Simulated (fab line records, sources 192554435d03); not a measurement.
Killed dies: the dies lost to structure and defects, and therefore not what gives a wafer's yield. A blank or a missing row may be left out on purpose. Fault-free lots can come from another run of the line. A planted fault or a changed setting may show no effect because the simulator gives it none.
Matching of chambers ; flow n5Finfet ; N5_BEOL_M2_STRIP_66 on rieDiel-05 has 4 sister chambers
The step strips in CF4. 4 wafers are shown with their chamber, then 7 later ones without.

## WAFERS PAIRED WITH THEIR CHAMBERS
wafer;chamber;drypumpMotorCurrentA (A)
L076.2;1;5.4
L078.6;3;5.7
L079.1;0;5.4
L079.2;2;6.5

## WAFERS WHOSE CHAMBER IS MISSING
wafer;drypumpMotorCurrentA (A)
L079.5;6.5
L089.3;6.5
L089.4;5.7
L089.5;6.4
L097.1;5.4
L097.2;5.4
L097.4;6.5

## THE CHAMBER EACH PASSED THROUGH
wafer;from the rows above;in truth
L079.5;2;2
L089.3;2;2
L089.4;3;3
L089.5;2;2
L097.1;can't be placed: 0 or 1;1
L097.2;can't be placed: 0 or 1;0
L097.4;2;2
Placed correctly: 5 of 7. From these rows, 2 cannot be placed; in 2 the true chamber is one of the candidates. 0 placed wrongly.
How it was worked out, from the rows above alone: a wafer's distance from a chamber is the root of the sum, over the readings, of the square of ((its reading less the chamber's mean) divided by the reading's scatter). The wafer belongs to the nearest chamber; if the next one is less than 2 further off, it can't be placed. Each chamber's mean is taken over the wafers shown for it. The scatter: root of mean squared gap, hidden wafer to nearest shown wafer, with one shown wafer a chamber.
